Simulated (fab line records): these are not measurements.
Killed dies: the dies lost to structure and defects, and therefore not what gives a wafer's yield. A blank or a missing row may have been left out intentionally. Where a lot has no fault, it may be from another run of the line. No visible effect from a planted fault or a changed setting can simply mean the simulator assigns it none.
Matching of chambers | flow n5Finfet | N5_ZERO_LAYER_ETCH_17 on rieDiel-04: 4 sister chambers
The step etches SiO2 in CF4, target depth 12 nm, time 13.3 s. 4 wafers are shown with their chamber, then 11 later ones without.

== WAFERS, EACH WITH ITS CHAMBER ==
wafer  | chamber | drypumpMotorCurrentA (A)
L086.6 | 0       | 6.3
L089.2 | 2       | 5.0
L089.6 | 3       | 5.4
L090.1 | 1       | 5.0

== WAFERS MISSING THEIR CHAMBER ==
wafer  | drypumpMotorCurrentA (A)
L090.4 | 5.4
L090.5 | 6.2
L092.2 | 5.0
L092.3 | 5.0
L092.6 | 5.1
L093.2 | 6.3
L093.5 | 6.3
L093.6 | 5.0
L095.3 | 5.4
L095.5 | 6.3
L095.6 | 5.1

== THE CHAMBER EACH PASSED THROUGH ==
wafer  | from the rows above     | in truth
L090.4 | 3                       | 3
L090.5 | 0                       | 0
L092.2 | can't be placed: 1 or 2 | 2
L092.3 | can't be placed: 1 or 2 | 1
L092.6 | can't be placed: 1 or 2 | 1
L093.2 | 0                       | 0
L093.5 | 0                       | 0
L093.6 | can't be placed: 1 or 2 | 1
L095.3 | 3                       | 3
L095.5 | 0                       | 0
L095.6 | can't be placed: 1 or 2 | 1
Correctly placed: 6 of 11. Can't be placed from these rows: 5 (the true chamber is among the candidates in 5). Wrongly placed: 0.
How it was worked out, from the rows above alone: a wafer's distance from a chamber is the root of the sum, over the readings, of the square of ((its reading less the chamber's mean) divided by the reading's scatter). The wafer belongs to the nearest chamber; if the next one is less than 2 further off, it can't be placed. A chamber's mean is the mean of its shown wafers. The scatter: root of mean squared gap, hidden wafer to nearest shown wafer, with one shown wafer a chamber.
